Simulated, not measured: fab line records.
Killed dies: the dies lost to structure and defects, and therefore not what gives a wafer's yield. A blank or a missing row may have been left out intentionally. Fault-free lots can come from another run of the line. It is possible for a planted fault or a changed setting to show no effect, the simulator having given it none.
fab line records	flow nandHarc
[record] lots = 24	wafers = 72	lastDay = 34
route steps=1302 shown P_M2@332 P_BONDPAD@369 A_SOURCE_PLATE@420 A_CHANNEL_HOLE_D1@463
lots with no fault: from the same line, run without faults
startH: hours from the record's first day to the start of the lot's first wafer shown	waitH: how many hours have passed since the lot's step before this one	" same as the row above	L1.1+2: several wafers, shown together as one row	- no value, or no start given	* or withheld: withheld	< > ~ a bound
route shown NAME@n: NAME is a module with steps in the file, n the number in the route of the first one	usual: mean and standard deviation over wafers with no fault	same: alike in all rows	chamber/n: place in a boat	sites: each site's reading	_std_site: how widely they spread, as a standard deviation	_edge_site: outer sites' mean less inner sites'	radiusMm: how far each site lies from the wafer's centre	mask NAME#n: copy n	behind: the tool/chamber that last shaped the wafer	hold: the reason the lot was held/the length of the hold in hours/how it ended	device: the n, p or np transistor that did not switch	end of line: the same wafers' tests at the end of the route	for a step that has no rows: nothing shown but its recipe	killed: dies lost to structure and defects at the first sort, not the wafer's yield	map: per-die view of a wafer (x killed, . not killed, _ where there is no die)
set.NAME: the setting that was run; set.NAME@STEP: the one run at that earlier step	model.NAME: the simulator's own value behind a step, which no gauge read
route steps across a sampled set of lots; one table per step, one row per wafer
services: a tool's chamber out of use, with start hour (startH, from the record's first day; less than 0 if before it), hours out, and reason
[[steps]]
[step NHARC_P_M2_ETCH_35]
[recipe] targetDepthA = 400	overetchA = 120	timeS = 43.94	ionEnergyEv = 200	n2FlowSccm = 150	h2FlowSccm = 150	arFlowSccm = 0	rfW = 400	biasW = 150	chemistry = N2/H2
[usual] biasW = 150.0/0.47	drypumpMotorCurrentA = 5.8/0.42	oesProductAu = 0.997/0.011	rfVppV = 430.4/3	showerheadPlenumPTorr = 2.03/0.11	throttleValvePct = 14.171/0.01
lot.wafer	tool	chamber	startH	waitH	biasW	drypumpMotorCurrentA	oesProductAu	rfHoursCounterH	rfVppV	showerheadPlenumPTorr	throttleValvePct
L074.2	rieDiel-04	2	134.58	0.1	150.4	5.7	0.983	9.9	432.3	2.10	14.156
L074.1	"	0	"	"	149.9	5.5	0.983	9.1	433.1	2.10	14.175
L074.5	"	2	"	"	149.8	5.7	0.980	-	430.6	2.10	14.162
L075.3	rieDiel-04	2	140.66	0.1	150.7	5.7	0.987	10.0	432.1	2.10	14.191
L075.6	"	0	"	"	149.2	5.5	0.986	-	432.3	2.10	14.175
L075.5	"	1	"	"	150.7	5.4	0.983	-	435.8	2.19	14.165
L076.1	rieDiel-12	3	150.66	0.1	150.3	5.8	1.003	2.8	425.6	1.90	14.160
L076.3	"	0	"	"	150.2	6.0	1.010	3.6	426.0	1.93	14.165
L076.2	"	1	"	"	150.0	6.2	0.982	3.4	427.6	1.93	14.183
L077.3	rieDiel-03	0	161.03	0.1	150.3	6.0	1.005	3.0	430.2	2.03	14.170
L077.2	"	1	"	"	151.1	6.3	0.994	2.1	433.5	2.18	14.168
L077.6	"	2	"	"	150.3	5.7	1.004	-	426.6	1.91	14.164
L079.4	rieDiel-03	3	174.30	0.1	150.1	5.0	1.003	3.4	432.5	2.12	14.153
L079.3	"	0	"	"	150.7	6.0	1.007	3.6	428.5	2.03	14.163
L079.5	"	2	"	"	150.1	5.7	1.004	-	427.2	1.91	14.177
L078.2	rieDiel-12	1	175.14	0.1	149.9	6.2	0.991	5.6	426.4	1.93	14.163
L078.5	"	0	"	"	149.5	6.0	1.013	-	427.7	1.93	14.184
L078.4	"	1	"	"	150.2	6.2	0.986	-	428.0	1.93	14.175
L080.3	rieDiel-12	3	197.85	0.1	149.0	5.8	0.991	5.2	425.7	1.89	14.170
L080.5	"	2	"	"	149.4	5.6	0.985	-	430.6	2.06	14.176
L080.6	"	3	"	"	150.2	5.8	0.999	-	427.4	1.89	14.183
L081.1	rieDiel-03	2	207.31	0.1	149.6	5.7	1.002	4.6	427.5	1.91	14.172
L081.3	"	3	"	"	149.3	5.0	0.999	5.0	432.6	2.12	14.176
L081.4	"	0	"	"	149.5	6.0	0.998	5.0	431.0	2.03	14.172
L082.1	rieDiel-03	0	209.51	0.1	150.8	5.9	0.995	5.1	430.1	2.03	14.186
L082.5	"	0	"	"	150.2	5.9	0.991	-	428.5	2.03	14.187
L082.6	"	1	"	"	150.0	6.3	0.990	-	434.8	2.18	14.166
L083.1	rieDiel-03	2	222.90	0.1	149.8	5.7	0.998	5.5	427.5	1.91	14.175
L083.6	"	3	"	"	150.3	5.0	1.010	-	432.0	2.12	14.161
L083.5	"	0	"	"	149.9	5.9	0.994	-	428.9	2.03	14.175
L084.1	rieDiel-12	1	238.09	0.1	150.5	6.2	0.980	8.7	427.4	1.93	14.147
L084.3	"	3	"	"	150.3	5.8	0.990	6.4	427.8	1.89	14.164
L084.6	"	1	"	"	150.7	6.2	0.978	-	428.1	1.93	14.167
L085.3	rieDiel-03	2	244.68	0.1	149.7	5.6	0.983	6.1	427.7	1.91	14.176
L085.1	"	0	"	"	149.4	6.0	0.993	6.7	430.7	2.03	14.171
L085.5	"	2	"	"	149.8	5.7	0.988	-	426.9	1.91	14.182
L086.1	rieDiel-12	1	257.98	0.1	149.8	6.2	0.979	10.3	427.7	1.93	14.169
L086.4	"	2	"	"	149.8	5.6	0.981	8.3	428.9	2.05	14.166
L086.5	"	2	"	"	149.7	5.6	0.991	-	432.4	2.05	14.162
L088.1	rieDiel-12	0	279.38	0.1	149.5	6.0	1.008	0.0	427.7	1.92	14.166
L088.4	"	1	"	"	150.3	6.2	0.988	0.0	428.9	1.93	14.168
L088.5	"	3	"	"	149.9	5.7	0.993	-	425.8	1.89	14.186
L087.1	rieDiel-12	2	280.35	0.1	149.5	5.6	0.982	0.1	432.2	2.05	14.160
L087.2	"	3	"	"	150.0	5.8	0.995	0.1	426.7	1.89	14.165
L087.3	"	1	"	"	148.9	6.2	0.974	0.1	427.6	1.93	14.166
L090.1	rieDiel-03	1	298.40	0.1	149.7	6.3	1.008	0.0	433.6	2.18	14.175
L090.2	"	2	"	"	150.6	5.7	1.005	0.1	426.8	1.91	14.160
L090.3	"	3	"	"	150.2	5.0	1.007	0.1	432.7	2.12	14.176
L089.3	rieDiel-04	2	299.32	0.1	150.6	5.7	0.974	3.6	432.8	2.10	14.168
L089.5	"	1	"	"	150.1	5.4	0.989	-	433.3	2.19	14.156
L089.6	"	2	"	"	150.9	5.7	0.979	-	431.8	2.10	14.188
L091.1	rieDiel-03	3	302.07	0.1	150.2	5.0	1.011	0.2	432.6	2.12	14.186
L091.5	"	3	"	"	149.9	5.0	1.015	-	431.7	2.12	14.174
L091.6	"	0	"	"	149.8	6.0	1.012	-	430.4	2.03	14.180
L092.1	rieDiel-12	3	308.87	0.1	150.4	5.7	0.996	1.3	427.1	1.89	14.171
L092.2	"	2	"	"	149.9	5.6	0.995	1.3	430.4	2.05	14.189
L092.5	"	3	"	"	150.1	5.8	0.994	-	426.3	1.89	14.161
L093.4	rieDiel-03	2	334.65	0.1	150.2	5.7	0.999	1.9	427.0	1.91	14.161
L093.2	"	0	"	"	150.2	5.9	1.003	2.0	429.2	2.03	14.170
L093.6	"	2	"	"	150.4	5.7	1.012	-	427.8	1.91	14.182
L094.3	rieDiel-03	1	335.19	0.1	151.0	6.3	0.991	2.3	434.3	2.18	14.164
L094.4	"	2	"	"	150.0	5.7	1.005	2.0	427.2	1.91	14.166
L094.1	"	0	"	"	149.4	6.0	0.996	2.1	430.7	2.03	14.187
L095.1	rieDiel-03	2	340.70	0.1	149.1	5.7	1.002	2.1	427.7	1.91	14.177
L095.3	"	0	"	"	150.4	6.0	1.001	2.2	430.4	2.03	14.172
L095.4	"	1	"	"	150.2	6.3	1.009	2.4	433.2	2.18	14.173
L096.1	rieDiel-03	1	352.54	0.1	150.1	6.3	1.006	3.0	433.3	2.18	14.163
L096.4	"	2	"	"	149.5	5.7	1.001	2.5	427.0	1.91	14.172
L096.6	"	2	"	"	149.5	5.7	1.005	-	425.7	1.91	14.174
L097.2	rieDiel-03	0	367.09	0.1	150.3	5.9	0.998	3.4	432.5	2.03	14.155
L097.1	"	1	"	"	150.9	6.3	0.999	3.6	434.2	2.18	14.158
L097.5	"	3	"	"	150.1	5.0	1.010	-	433.0	2.12	14.169
[step NHARC_P_M2_PVD_20]
[recipe] targetThkA = 50	biasV = 168.6	powerW = 15000	chamberPressurePa = 0.12	timeS = 8.06	substrateTempC = 50	material = TaN
[usual] throttleValvePct = 29.6/0.75
lot.wafer	tool	chamber	startH	waitH	throttleValvePct
L074.1	pvdSputter-02	-	-	-	29.3
L074.2	"	-	"	"	30.4
L074.5	"	-	"	"	30.0
L075.3	pvdSputter-01	-	-	-	28.5
L075.5	"	-	"	"	28.4
L075.6	"	-	"	"	31.3
L076.1	pvdSputter-01	-	-	-	28.4
L076.2	"	-	"	"	31.0
L076.3	"	-	"	"	30.2
L077.3	pvdSputter-03	-	-	-	30.0
L077.2	"	-	"	"	29.5
L077.6	"	-	"	"	29.8
L079.4	pvdSputter-01	-	-	-	30.3
L079.3	"	-	"	"	31.2
L079.5	"	-	"	"	29.3
L078.2	pvdSputter-01	-	-	-	30.9
L078.4	"	-	"	"	30.2
L078.5	"	-	"	"	28.5
L080.3	pvdSputter-01	-	-	-	28.5
L080.5	"	-	"	"	31.0
L080.6	"	-	"	"	29.1
L081.1	pvdSputter-02	-	-	-	29.6
L081.3	"	-	"	"	29.8
L081.4	"	-	"	"	31.0
L082.1	pvdSputter-02	-	-	-	29.5
L082.6	"	-	"	"	29.9
L082.5	"	-	"	"	29.5
L083.1	pvdSputter-03	-	-	-	29.1
L083.5	"	-	"	"	29.8
L083.6	"	-	"	"	29.5
L084.3	pvdSputter-01	-	-	-	30.5
L084.1	"	-	"	"	29.7
L084.6	"	-	"	"	30.9
L085.3	pvdSputter-01	-	-	-	28.9
L085.1	"	-	"	"	29.9
L085.5	"	-	"	"	29.9
L086.4	pvdSputter-02	-	-	-	30.1
L086.1	"	-	"	"	30.8
L086.5	"	-	"	"	29.7
L088.1	pvdSputter-03	-	-	-	29.7
L088.4	"	-	"	"	28.5
L088.5	"	-	"	"	29.7
L087.1	pvdSputter-01	-	-	-	29.8
L087.2	"	-	"	"	30.8
L087.3	"	-	"	"	29.5
L090.1	pvdSputter-03	-	-	-	29.3
L090.3	"	-	"	"	28.6
L090.2	"	-	"	"	29.7
L089.3	pvdSputter-01	-	-	-	30.0
L089.6	"	-	"	"	28.6
L089.5	"	-	"	"	30.3
L091.1	pvdSputter-03	-	-	-	29.1
L091.6	"	-	"	"	28.4
L091.5	"	-	"	"	29.8
L092.2	pvdSputter-02	-	-	-	29.2
L092.1	"	-	"	"	30.7
L092.5	"	-	"	"	28.1
L093.2	pvdSputter-01	-	-	-	29.7
L093.4	"	-	"	"	30.6
L093.6	"	-	"	"	29.6
L094.3	pvdSputter-03	-	-	-	29.1
L094.1	"	-	"	"	29.3
L094.4	"	-	"	"	28.9
L095.3	pvdSputter-01	-	-	-	29.8
L095.1	"	-	"	"	28.7
L095.4	"	-	"	"	29.7
L096.1	pvdSputter-02	-	-	-	28.3
L096.4	"	-	"	"	29.4
L096.6	"	-	"	"	28.3
L097.2	pvdSputter-03	-	-	-	29.5
L097.1	"	-	"	"	29.3
L097.5	"	-	"	"	29.6
[step NHARC_P_BONDPAD_ETCH_12]
[recipe] targetDepthA = 2000	timeS = 100	chf3FlowSccm = 50	o2FlowSccm = 10	arFlowSccm = 200	rfW = 500	biasW = 200	chemistry = CHF3/O2
[usual] biasW = 200.0/0.55	drypumpMotorCurrentA = 6.12/0.28	oesProductAu = 0.945/0.026	rfVppV = 370.7/2.3	showerheadPlenumPTorr = 2.41/0.1	throttleValvePct = 20.573/0.0087
lot.wafer	tool	chamber	startH	waitH	biasW	drypumpMotorCurrentA	oesProductAu	rfHoursCounterH	rfVppV	showerheadPlenumPTorr	throttleValvePct
L074.2	rieDiel-10	0	-	-	200.1	6.17	0.922	2.7	373.3	2.43	20.579
L074.1	"	1	"	"	200.1	6.09	0.914	2.7	367.5	2.27	20.577
L074.5	"	1	"	"	199.1	6.08	0.916	-	366.8	2.27	20.580
L075.3	rieDiel-10	3	-	-	199.0	6.11	0.915	2.0	371.5	2.44	20.570
L075.5	"	0	"	"	200.6	6.19	0.917	-	370.0	2.43	20.567
L075.6	"	1	"	"	199.4	6.09	0.917	-	368.9	2.27	20.568
L076.2	rieDiel-05	1	-	-	200.0	5.72	0.923	5.6	368.1	2.28	20.573
L076.1	"	3	"	"	200.0	6.31	0.952	4.9	368.9	2.32	20.559
L076.3	"	0	"	"	199.1	5.53	0.934	5.4	373.3	2.54	20.561
L077.3	rieDiel-06	1	-	-	200.3	6.23	0.920	0.5	371.7	2.52	20.568
L077.2	"	2	"	"	200.0	6.62	0.926	0.3	370.1	2.33	20.582
L077.6	"	0	"	"	199.1	6.46	0.921	-	371.4	2.52	20.568
L079.3	rieDiel-05	1	-	-	200.6	5.72	0.947	7.1	367.2	2.28	20.580
L079.4	"	2	"	"	199.8	6.13	0.989	6.0	371.2	2.48	20.579
L079.5	"	2	"	"	199.7	6.14	0.989	-	371.0	2.48	20.566
L078.4	rieDiel-05	1	-	-	199.6	5.73	0.906	7.2	367.4	2.28	20.582
L078.2	"	3	"	"	200.2	6.29	0.937	6.1	368.9	2.32	20.579
L078.5	"	0	"	"	199.2	5.54	0.921	-	376.0	2.54	20.575
L080.3	rieDiel-10	1	-	-	199.5	6.14	0.920	6.9	368.1	2.27	20.569
L080.5	"	2	"	"	200.2	6.00	0.932	-	373.1	2.51	20.582
L080.6	"	3	"	"	200.0	6.07	0.921	-	371.6	2.43	20.561
L081.4	rieDiel-05	1	-	-	199.4	5.75	0.957	8.7	368.3	2.28	20.568
L081.3	"	2	"	"	199.3	6.11	0.979	7.4	372.5	2.48	20.582
L081.1	"	3	"	"	200.1	6.30	0.975	7.5	368.8	2.32	20.570
L082.1	rieDiel-05	1	-	-	200.9	5.74	0.922	8.8	368.8	2.28	20.570
L082.5	"	1	"	"	201.2	5.75	0.921	-	370.7	2.28	20.562
L082.6	"	2	"	"	199.7	6.17	0.929	-	373.2	2.48	20.580
L083.1	rieDiel-05	2	-	-	200.0	6.17	0.970	8.1	374.1	2.48	20.573
L083.6	"	2	"	"	199.9	6.11	0.973	-	371.8	2.48	20.576
L083.5	"	3	"	"	199.3	6.32	0.977	-	369.8	2.31	20.558
L084.1	rieDiel-06	3	-	-	200.6	5.92	0.917	1.9	367.8	2.30	20.580
L084.3	"	1	"	"	199.6	6.24	0.931	2.2	371.7	2.52	20.576
L084.6	"	2	"	"	200.8	6.65	0.944	-	370.1	2.33	20.563
L085.3	rieDiel-06	3	-	-	200.7	5.94	0.920	2.2	367.9	2.30	20.585
L085.1	"	1	"	"	199.4	6.21	0.931	2.5	371.8	2.52	20.549
L085.5	"	0	"	"	199.8	6.44	0.928	-	374.0	2.52	20.556
L086.4	rieDiel-10	3	-	-	201.3	6.15	0.980	0.8	371.2	2.43	20.584
L086.1	"	2	"	"	199.7	6.03	0.968	0.8	373.3	2.51	20.584
L086.5	"	0	"	"	200.1	6.23	0.975	-	371.1	2.43	20.581
L088.1	rieDiel-06	2	-	-	199.5	6.63	0.967	3.0	369.8	2.33	20.571
L088.4	"	0	"	"	199.9	6.45	0.985	3.1	372.9	2.52	20.559
L088.5	"	1	"	"	200.5	6.24	0.981	-	373.7	2.52	20.575
L087.3	rieDiel-10	0	-	-	199.6	6.21	0.932	2.5	371.0	2.43	20.580
L087.1	"	2	"	"	199.0	5.96	0.930	2.9	372.2	2.51	20.568
L087.2	"	3	"	"	199.7	6.12	0.930	2.5	371.8	2.43	20.572
L090.3	rieDiel-06	1	-	-	200.0	6.24	0.981	3.6	372.5	2.52	20.587
L090.1	"	2	"	"	200.0	6.63	0.982	3.6	369.7	2.33	20.599
L090.2	"	3	"	"	199.5	5.94	0.951	3.6	367.2	2.30	20.572
L089.3	rieDiel-06	0	-	-	199.9	6.47	0.983	3.6	373.3	2.52	20.566
L089.6	"	3	"	"	199.9	5.92	0.959	-	369.5	2.30	20.576
L089.5	"	0	"	"	200.7	6.44	0.984	-	371.4	2.52	20.579
L091.1	rieDiel-10	3	-	-	199.2	6.12	0.919	4.8	371.3	2.43	20.575
L091.6	"	0	"	"	200.9	6.16	0.917	-	370.7	2.43	20.583
L091.5	"	1	"	"	199.3	6.12	0.914	-	367.6	2.26	20.565
L092.1	rieDiel-10	3	-	-	200.5	6.11	0.927	5.6	372.2	2.43	20.574
L092.2	"	2	"	"	200.4	6.02	0.930	6.1	372.9	2.51	20.587
L092.5	"	0	"	"	200.2	6.25	0.925	-	371.2	2.43	20.570
L093.2	rieDiel-06	2	-	-	199.2	6.65	0.969	0.8	368.6	2.33	20.568
L093.4	"	3	"	"	200.2	5.97	0.965	0.2	368.8	2.30	20.564
L093.6	"	1	"	"	200.4	6.20	0.953	-	372.0	2.52	20.572
L094.1	rieDiel-05	1	-	-	199.6	5.74	0.984	5.8	367.6	2.28	20.587
L094.3	"	2	"	"	200.0	6.16	0.988	6.4	374.4	2.48	20.597
L094.4	"	3	"	"	200.0	6.33	0.973	6.3	368.4	2.31	20.572
L095.4	rieDiel-06	3	-	-	200.0	5.95	0.955	0.3	367.5	2.30	20.564
L095.1	"	0	"	"	199.2	6.45	0.963	0.9	375.4	2.52	20.568
L095.3	"	1	"	"	200.9	6.19	0.938	0.9	373.7	2.52	20.589
L096.1	rieDiel-05	2	-	-	199.7	6.14	0.934	6.9	371.0	2.48	20.571
L096.4	"	0	"	"	200.7	5.55	0.903	7.0	373.3	2.54	20.570
L096.6	"	2	"	"	199.6	6.15	0.943	-	373.6	2.48	20.560
L097.2	rieDiel-10	3	-	-	200.5	6.11	0.926	9.4	371.2	2.43	20.584
L097.1	"	0	"	"	200.8	6.17	0.920	8.9	371.8	2.43	20.571
L097.5	"	1	"	"	200.0	6.07	0.957	-	368.1	2.26	20.573
[step NHARC_P_BONDPAD_CD_MEAS_13]
[usual] cdNm = 499.4/2
lot.wafer	tool	chamber	startH	waitH	cdNm
L074.1	cdSem-03	-	139.40	-	500.8
L074.2	"	-	"	"	500.1
L074.5	"	-	"	"	497.4
L075.3	cdSem-02	-	145.52	-	498.3
L075.5	"	-	"	"	495.8
L075.6	"	-	"	"	495.2
L076.1	cdSem-01	-	155.38	-	502.5
L076.2	"	-	"	"	497.0
L076.3	"	-	"	"	497.9
L077.2	cdSem-03	-	165.98	-	500.3
L077.3	"	-	"	"	499.3
L077.6	"	-	"	"	500.6
L079.3	cdSem-03	-	179.14	-	499.1
L079.4	"	-	"	"	498.9
L079.5	"	-	"	"	498.7
L078.2	cdSem-01	-	179.94	-	496.5
L078.4	"	-	"	"	499.5
L078.5	"	-	"	"	501.1
L080.3	cdSem-03	-	202.93	-	497.2
L080.5	"	-	"	"	497.6
L080.6	"	-	"	"	498.6
L081.1	cdSem-02	-	212.07	-	500.6
L081.3	"	-	"	"	499.6
L081.4	"	-	"	"	501.9
L082.1	cdSem-03	-	214.33	-	502.7
L082.5	"	-	"	"	500.3
L082.6	"	-	"	"	501.9
L083.1	cdSem-02	-	227.70	-	497.1
L083.5	"	-	"	"	498.3
L083.6	"	-	"	"	496.3
L084.1	cdSem-03	-	242.72	-	501.6
L084.3	"	-	"	"	499.7
L084.6	"	-	"	"	501.2
L085.1	cdSem-01	-	249.44	-	502.2
L085.3	"	-	"	"	499.4
L085.5	"	-	"	"	500.5
L086.1	cdSem-02	-	262.79	-	497.0
L086.4	"	-	"	"	500.2
L086.5	"	-	"	"	502.8
L088.1	cdSem-03	-	284.20	-	502.9
L088.4	"	-	"	"	499.7
L088.5	"	-	"	"	501.7
L087.1	cdSem-01	-	285.04	-	496.9
L087.2	"	-	"	"	501.9
L087.3	"	-	"	"	497.0
L090.1	cdSem-01	-	303.23	-	500.6
L090.2	"	-	"	"	503.5
L090.3	"	-	"	"	500.6
L089.3	cdSem-03	-	304.11	-	499.8
L089.5	"	-	"	"	499.1
L089.6	"	-	"	"	501.3
L091.1	cdSem-02	-	306.77	-	496.3
L091.5	"	-	"	"	498.6
L091.6	"	-	"	"	498.6
L092.1	cdSem-03	-	313.68	-	501.7
L092.2	"	-	"	"	501.8
L092.5	"	-	"	"	500.2
L093.2	cdSem-03	-	339.39	-	497.9
L093.4	"	-	"	"	497.7
L093.6	"	-	"	"	498.6
L094.1	cdSem-02	-	340.35	-	496.8
L094.3	"	-	"	"	498.9
L094.4	"	-	"	"	500.1
L095.1	cdSem-01	-	345.55	-	500.9
L095.3	"	-	"	"	499.7
L095.4	"	-	"	"	500.9
L096.1	cdSem-03	-	357.39	-	496.9
L096.4	"	-	"	"	498.3
L096.6	"	-	"	"	499.4
L097.1	cdSem-03	-	371.88	-	497.8
L097.2	"	-	"	"	497.4
L097.5	"	-	"	"	498.9
[step NHARC_A_SOURCE_PLATE_THK_MEAS_06]
[recipe] thkMeasGauge = ellipsometry
[usual] thkNm = 200.1/1.8
lot.wafer	tool	chamber	startH	waitH	thkNm
L074.1	filmMetro-02	-	165.71	0.4	202.1
L074.2	"	-	"	"	202.1
L074.5	"	-	"	"	200.8
L075.3	filmMetro-02	-	170.62	0.4	198.6
L075.5	"	-	"	"	199.9
L075.6	"	-	"	"	198.7
L076.1	filmMetro-02	-	180.52	0.4	202.1
L076.2	"	-	"	"	201.4
L076.3	"	-	"	"	203.9
L077.2	filmMetro-02	-	190.33	0.4	201.2
L077.3	"	-	"	"	200.5
L077.6	"	-	"	"	200.8
L078.2	filmMetro-02	-	204.77	0.4	201.7
L078.4	"	-	"	"	202.9
L078.5	"	-	"	"	203.2
L079.3	filmMetro-01	-	204.77	0.4	201.1
L079.4	"	-	"	"	202.6
L079.5	"	-	"	"	199.2
L080.3	filmMetro-01	-	228.88	0.4	203.2
L080.5	"	-	"	"	199.4
L080.6	"	-	"	"	201.6
L081.1	filmMetro-01	-	238.01	0.4	199.8
L081.3	"	-	"	"	201.3
L081.4	"	-	"	"	201.6
L082.1	filmMetro-02	-	238.01	0.4	197.3
L082.5	"	-	"	"	199.6
L082.6	"	-	"	"	201.4
L083.1	filmMetro-02	-	254.13	0.4	199.6
L083.5	"	-	"	"	201.3
L083.6	"	-	"	"	198.7
L084.1	filmMetro-01	-	271.55	0.4	199.6
L084.3	"	-	"	"	201.0
L084.6	"	-	"	"	200.5
L085.1	filmMetro-01	-	277.30	0.4	197.8
L085.3	"	-	"	"	201.6
L085.5	"	-	"	"	201.0
L086.1	filmMetro-01	-	287.69	0.4	201.7
L086.4	"	-	"	"	201.8
L086.5	"	-	"	"	198.2
L088.1	filmMetro-02	-	309.07	0.4	198.0
L088.4	"	-	"	"	196.8
L088.5	"	-	"	"	196.8
L087.1	filmMetro-01	-	309.07	0.4	200.2
L087.2	"	-	"	"	199.7
L087.3	"	-	"	"	200.3
L090.1	filmMetro-01	-	327.89	0.4	197.9
L090.2	"	-	"	"	197.9
L090.3	"	-	"	"	199.5
L089.3	filmMetro-02	-	327.89	0.4	201.7
L089.5	"	-	"	"	200.3
L089.6	"	-	"	"	200.2
L091.1	filmMetro-02	-	331.48	0.4	201.7
L091.5	"	-	"	"	198.0
L091.6	"	-	"	"	203.5
L092.1	filmMetro-02	-	339.56	0.4	198.8
L092.2	"	-	"	"	201.5
L092.5	"	-	"	"	199.4
L094.1	filmMetro-01	-	364.23	0.4	199.0
L094.3	"	-	"	"	197.1
L094.4	"	-	"	"	198.5
L093.2	filmMetro-02	-	364.24	0.4	197.2
L093.4	"	-	"	"	198.3
L093.6	"	-	"	"	195.8
L095.1	filmMetro-01	-	372.77	0.4	198.6
L095.3	"	-	"	"	200.2
L095.4	"	-	"	"	199.7
L096.1	filmMetro-01	-	381.92	0.4	197.0
L096.4	"	-	"	"	196.3
L096.6	"	-	"	"	197.7
L097.1	filmMetro-02	-	398.58	0.4	199.6
L097.2	"	-	"	"	199.2
L097.5	"	-	"	"	199.2
[step NHARC_A_CHANNEL_HOLE_D1_OVL_MEAS_11]
[usual] overlayXNm = 0.2/0.7	overlayYNm = -0.1/0.63
lot.wafer	tool	chamber	startH	waitH	overlayXNm	overlayYNm
L074.1	overlay-02	-	183.53	-	0.9	-0.3
L074.2	"	-	"	"	1.8	0.1
L074.5	"	-	"	"	1.1	-0.4
L075.3	overlay-02	-	187.27	-	0.3	0.0
L075.5	"	-	"	"	0.2	-0.6
L075.6	"	-	"	"	-0.1	-0.6
L076.1	overlay-02	-	198.13	-	-0.3	0.6
L076.2	"	-	"	"	-0.5	0.3
L076.3	"	-	"	"	0.1	0.7
L077.2	overlay-02	-	208.89	-	0.7	0.7
L077.3	"	-	"	"	1.3	0.4
L077.6	"	-	"	"	1.4	0.3
L078.2	overlay-02	-	223.03	-	-0.1	-0.2
L078.4	"	-	"	"	0.2	-0.4
L078.5	"	-	"	"	0.7	-0.5
L079.3	overlay-01	-	223.19	-	0.4	0.3
L079.4	"	-	"	"	0.3	0.8
L079.5	"	-	"	"	0.6	0.5
L080.3	overlay-02	-	245.13	-	-0.1	1.2
L080.5	"	-	"	"	-0.7	1.6
L080.6	"	-	"	"	-0.2	1.1
L082.1	overlay-01	-	257.99	-	0.1	-1.3
L082.5	"	-	"	"	0.6	-1.1
L082.6	"	-	"	"	0.4	-0.8
L081.1	overlay-02	-	259.10	-	0.9	-0.8
L081.3	"	-	"	"	0.7	-0.7
L081.4	"	-	"	"	1.0	-0.4
L083.1	overlay-02	-	273.40	-	0.4	-0.3
L083.5	"	-	"	"	0.7	0.0
L083.6	"	-	"	"	0.4	0.0
L084.1	overlay-02	-	289.62	-	0.0	-0.1
L084.3	"	-	"	"	0.5	-0.3
L084.6	"	-	"	"	0.4	-0.1
L085.1	overlay-02	-	294.13	-	-1.6	-1.0
L085.3	"	-	"	"	-1.0	-1.2
L085.5	"	-	"	"	-1.1	-1.1
L086.1	overlay-01	-	307.21	-	-0.2	-0.2
L086.4	"	-	"	"	-0.2	0.4
L086.5	"	-	"	"	0.0	-0.2
L087.1	overlay-01	-	327.29	-	-0.1	0.3
L087.2	"	-	"	"	0.1	0.7
L087.3	"	-	"	"	0.2	-0.2
L088.1	overlay-01	-	328.29	-	-0.7	-0.3
L088.4	"	-	"	"	-0.9	-0.3
L088.5	"	-	"	"	-0.6	-0.7
L089.3	overlay-01	-	345.43	-	1.5	-0.8
L089.5	"	-	"	"	1.5	-0.3
L089.6	"	-	"	"	1.7	-0.6
L090.1	overlay-01	-	346.16	-	1.2	-0.8
L090.2	"	-	"	"	0.8	-0.4
L090.3	"	-	"	"	1.3	-0.4
L091.1	overlay-01	-	346.61	-	0.2	-0.3
L091.5	"	-	"	"	0.3	0.2
L091.6	"	-	"	"	0.1	0.4
L092.1	overlay-01	-	355.89	-	-1.0	0.3
L092.2	"	-	"	"	-0.8	0.3
L092.5	"	-	"	"	-0.6	0.6
L093.2	overlay-01	-	385.30	-	0.0	0.0
L093.4	"	-	"	"	-0.9	0.1
L093.6	"	-	"	"	-0.1	-0.1
L094.1	overlay-01	-	387.01	-	0.3	-0.1
L094.3	"	-	"	"	0.9	-0.2
L094.4	"	-	"	"	0.2	-0.5
L095.1	overlay-01	-	390.31	-	-0.4	-0.6
L095.3	"	-	"	"	0.2	-0.9
L095.4	"	-	"	"	0.2	-0.5
L096.1	overlay-01	-	398.20	-	-0.2	1.1
L096.4	"	-	"	"	-0.3	1.0
L096.6	"	-	"	"	-0.1	0.8
L097.1	overlay-01	-	415.23	-	0.6	0.1
L097.2	"	-	"	"	0.7	-0.9
L097.5	"	-	"	"	0.4	-0.5
[[services]]
tool	chamber	startH	hours	kind
rieDiel-03	1	118.85	6.8	repair
pvdSputter-01	-	123.86	1.5	repair
rieDiel-06	-	130.20	9.0	pm
rieDiel-12	3	135.05	6.8	repair
rieDiel-05	2	138.54	8.7	repair
rieDiel-06	2	149.13	10.1	repair
rieDiel-12	3	174.38	8.2	repair
rieDiel-06	3	175.96	3.9	repair
rieDiel-03	1	193.36	5.2	repair
rieDiel-05	-	202.53	1.9	repair
pvdSputter-01	-	209.98	1.1	repair
pvdSputter-01	-	223.46	0.5	repair
pvdSputter-01	-	226.00	10.0	pm
rieDiel-05	-	229.60	9.0	pm
rieDiel-03	0	236.72	1.6	repair
rieDiel-10	-	242.50	9.0	pm
rieDiel-12	-	268.40	9.0	pm
rieDiel-03	-	281.30	9.0	pm
rieDiel-06	-	307.20	9.0	pm
rieDiel-05	-	314.50	1.0	repair
rieDiel-06	3	320.09	13.9	repair
rieDiel-05	1	325.77	4.3	repair
rieDiel-12	1	339.26	4.1	repair
rieDiel-05	2	343.85	10.0	repair
[[key]]
fault none
